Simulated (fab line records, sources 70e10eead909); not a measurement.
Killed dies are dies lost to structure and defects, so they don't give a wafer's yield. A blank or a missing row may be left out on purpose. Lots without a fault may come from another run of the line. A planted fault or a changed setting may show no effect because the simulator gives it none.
A struck lot beside a sound one | flow nand_harc | 16 steps out of a route of 1159
Sound: wafers L403.2, L403.4, L403.5. Struck: wafer L413.4. (L413.5, L413.6 of the same lot were not struck and are left out.) The cause comes at the end.
At each step with rows: each side's tool, then ch and its chambers, then its first start. Under that, the readings that differ: sound wafers | struck wafers | difference of the means | sigmas: that difference in standard deviations of wafers without a fault.
alike: readings whose means differ by less than 2 such deviations, and words and numbers that are the same on both sides. not compared: withheld readings, readings that some wafer has no value for, bounds like >300 that may hide the same value, and numbers for which the record gives no deviation and whose values overlap.
The two part at a step that has a row with sigmas, a row that says differs or no value, or rows on one side only. Numbers that don't overlap but have no deviation are shown without sigmas and don't part them. A reading that every wafer of one side lacks parts them only if that side has two wafers or more.

NHARC_P_M0_DESCUM_14: chemistry O2, time 3 s.
  sound on rie_diel-03 ch 0,1,3, day 6 13:28; struck on rie_diel-03 ch 3, day 9 02:41
  alike: drypump_motor_current_A, oes_product_au, rf_vpp_V, showerhead_plenum_p_Torr, throttle_valve_pct
  not compared: rf_hours_counter_h
then, 2 steps without rows for these wafers: NHARC_P_M0_ETCH_34 (etches the open film in N2/H2, target depth 40 nm, overetch 12 nm, time 43.94 s); NHARC_P_M0_ETCH_15 (etches the open film in C4F8/Ar, target depth 150 nm, overetch 15 nm, time 82.5 s).
NHARC_P_M0_CD_MEAS_16:
  sound on cd_sem-01, day 6 13:48; struck on cd_sem-02, day 9 02:58
  alike: cd_nm
then, 2 steps without rows for these wafers: NHARC_P_M0_STRIP_18 (strips in N2/H2); NHARC_P_M0_STRIP_19 (strips in post etch residue remover, time 600 s).
NHARC_P_M0_DEGAS_28: time 60 s.
  sound on pvd_sputter-02, day 6 14:29; struck on pvd_sputter-02, day 9 03:35
  alike: heater_power_w
NHARC_P_M0_PRE_CLEAN_29: time 30 s.
  sound on pvd_sputter-02; struck on pvd_sputter-02
  alike: heater_power_w
then, 1 step without rows for these wafers: NHARC_P_M0_PVD_20 (deposits TaN, target thk 5 nm, time 8.06 s).
NHARC_P_M0_PVD_21: deposits Cu, target thk 30 nm, time 20.49 s.
  sound on pvd_sputter-02; struck on pvd_sputter-02
  alike: throttle_valve_pct
then, 1 step without rows for these wafers: NHARC_P_M0_ECD_22 (material Cu, target thk 400 nm).
NHARC_P_M0_ANNEAL_30: time 90 s.
  sound on rtp_anneal-02 ch 0, day 6 15:17; struck on rtp_anneal-01 ch 0, day 9 04:28
  alike: wafer_temp_C_max
NHARC_P_M0_CMP_23: polishes, t overpolish 20 s, target thk 117.53 nm.
  sound on cmp-03 ch 0,1, day 6 15:35; struck on cmp-01 ch 2, day 9 04:43
  reading                | sound    | struck | difference | sigmas
  time_to_endpoint_s (s) | 28 23 27 | 13     | -13        | -4
  alike: motor_current_A
NHARC_P_M0_THK_MEAS_24: measures by xrf.
  sound on film_metro-01, day 6 15:54; struck on film_metro-02, day 9 04:58
  reading     | sound             | struck | difference | sigmas
  thk_nm (nm) | 120.3 116.2 115.3 | 110.2  | -7.1       | -4
then, 1 step without rows for these wafers: NHARC_P_M0_SRD_25.
-- the record jumps here: 14 days lie between the struck wafers' starts before and after (it left off in module P_M0 and takes up again in module END, whose first step shown is number 1159 of the route) --
NHARC_END_SORT_01:
  sound on prober-01 ch 0, day 20 01:22; struck on prober-01 ch 0, day 23 08:43
  alike: defect_limited_yield, killed_at_array, killed_at_other, killed_at_periphery, killed_dies, killed_open, killed_short, sort_bin_2_pct, sort_bin_3_pct, sort_bin_4_pct, sort_n_pass, sort_rim_yield_pct, sort_yield_pct

WHERE THEY PART
First at NHARC_P_M0_CMP_23; last, within this record, at NHARC_P_M0_THK_MEAS_24. Later steps at which nothing parts them and some readings are alike: NHARC_END_SORT_01.

WHY: what the simulator had put in
Process parameter drift: cmp-01, from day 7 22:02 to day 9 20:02, at NHARC_P_M0_CMP_23. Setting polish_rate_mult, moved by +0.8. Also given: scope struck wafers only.
